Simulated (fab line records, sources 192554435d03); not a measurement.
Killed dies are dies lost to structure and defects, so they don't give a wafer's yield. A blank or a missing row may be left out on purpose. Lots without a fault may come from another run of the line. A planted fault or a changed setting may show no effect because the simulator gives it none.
A struck lot beside a sound one | flow n5_finfet | 21 steps out of a route of 1938
Sound: wafers L474.2, L474.5, L474.6. Struck: wafers L486.1, L486.3, L486.6. The cause comes at the end.
At each step with rows: each side's tool, then ch and its chambers, then its first start. Under that, the readings that differ: sound wafers | struck wafers | difference of the means | sigmas: that difference in standard deviations of wafers without a fault.
alike: readings whose means differ by less than 2 such deviations, and words and numbers that are the same on both sides. not compared: withheld readings, readings that some wafer has no value for, bounds like >300 that may hide the same value, and numbers for which the record gives no deviation and whose values overlap.
The two part at a step that has a row with sigmas, a row that says differs or no value, or rows on one side only. Numbers that don't overlap but have no deviation are shown without sigmas and don't part them. A reading that every wafer of one side lacks parts them only if that side has two wafers or more.

first, 8 steps without rows for these wafers: N5_PASSIVATION_HMDS_37 (time 60 s); N5_PASSIVATION_COAT_38; N5_PASSIVATION_EBR_40; N5_PASSIVATION_SOFTBAKE_39 (time 120 s); N5_PASSIVATION_EXPOSE_41 (exposes mask PASS OPEN, defocus 0 nm, target cd 40000 nm); N5_PASSIVATION_PEB_42; N5_PASSIVATION_DEVELOP_43 (develop time 60 s); N5_PASSIVATION_HARDBAKE_45 (time 120 s).
N5_PASSIVATION_CD_MEAS_44: target cd 40000 nm.
  sound on cd_sem-01 ch 0, day 16 00:32; struck on cd_sem-03 ch 0, day 18 14:22
  alike: cd_nm
N5_PASSIVATION_OVL_MEAS_66:
  sound on overlay-02 ch 0, day 16 00:34; struck on overlay-02 ch 0, day 18 14:24
  alike: PASS_OPEN_OVL
N5_PASSIVATION_INSPECT_67: inspects for defects (macro).
  sound on defect_inspect-02, day 16 00:35; struck on defect_inspect-02, day 18 14:25
  alike: raw_defect_count
N5_PASSIVATION_DESCUM_46: chemistry O2, time 7.9 s.
  sound on rie_diel-05 ch 1,2,3, day 16 00:41; struck on rie_diel-05 ch 1,2, day 18 14:28
  alike: drypump_motor_current_A, oes_product_au, rf_vpp_V, showerhead_plenum_p_Torr, throttle_valve_pct
  not compared: rf_hours_counter_h
N5_PASSIVATION_PASS_ETCH_47: etches SiNx in CF4/O2, target depth 770 nm, time 385 s.
  sound on rie_diel-05 ch 1,2,3, day 16 00:43; struck on rie_diel-05 ch 1,2, day 18 14:29
  alike: drypump_motor_current_A, oes_f_703_au, oes_product_au, rf_vpp_V, showerhead_plenum_p_Torr, throttle_valve_pct
  not compared: rf_hours_counter_h
N5_PASSIVATION_ETCH_54: etches SiO2 in CHF3/O2, target depth 880 nm, time 440 s.
  sound on rie_diel-05 ch 1,2,3, day 16 00:56; struck on rie_diel-05 ch 1,2, day 18 14:43
  alike: CHF3_flow_sccm, drypump_motor_current_A, oes_f_703_au, oes_product_au, rf_vpp_V, showerhead_plenum_p_Torr, throttle_valve_pct
  not compared: rf_hours_counter_h
N5_PASSIVATION_STRIP_48: strips in O2.
  sound on rie_diel-05 ch 1,2,3, day 16 01:14; struck on rie_diel-05 ch 1,2, day 18 15:01
  alike: drypump_motor_current_A, oes_product_au, rf_vpp_V, showerhead_plenum_p_Torr, throttle_valve_pct
  not compared: rf_hours_counter_h
then, 4 steps without rows for these wafers: N5_PASSIVATION_STRIP_52 (strips in post etch residue remover, time 1200 s); N5_PASSIVATION_CLEAN_71 (cleans in IPA, time 180 s); N5_PASSIVATION_SRD_72 (time 30 s); N5_PASSIVATION_ANNEAL_56 (time 1800 s).
N5_PASSIVATION_PROBE_49:
  sound on prober-02, day 16 03:47; struck on prober-01, day 18 17:53
  reading                  | sound          | struck         | difference | sigmas
  defect_limited_yield (%) | 91.3 92.0 89.6 | 81.8 88.9 86.0 | -5.4       | -3
  killed_at_other          | 10 1 3         | 110 47 61      | +68        | +21
  killed_dies              | 103 94 123     | 215 131 165    | +64        | +3
  sort_bin_5_function (%)  | 4.6 4.6 5.8    | 12.4 6.9 8.6   | +4.3       | +4
  sort_n_pass              | 1077 1086 1057 | 965 1049 1015  | -64        | -3
  sort_yield_pct (%)       | 91.3 92.0 89.6 | 81.8 88.9 86.0 | -5.4       | -3
  alike: killed_at_M0_to_M3, killed_at_M4_up, killed_at_contacts, killed_at_front_end, killed_open, killed_short, sort_bin_6_memory
N5_PASSIVATION_INSPECT_57: inspects for defects (macro).
  sound on defect_inspect-02, day 16 04:05; struck on defect_inspect-01, day 18 18:14
  reading          | sound | struck       | difference | sigmas
  raw_defect_count | 2 4 2 | 284 282 >300 | differs    |

WHERE THEY PART
First at N5_PASSIVATION_PROBE_49; last, within this record, at N5_PASSIVATION_INSPECT_57.

WHY: what the simulator had put in
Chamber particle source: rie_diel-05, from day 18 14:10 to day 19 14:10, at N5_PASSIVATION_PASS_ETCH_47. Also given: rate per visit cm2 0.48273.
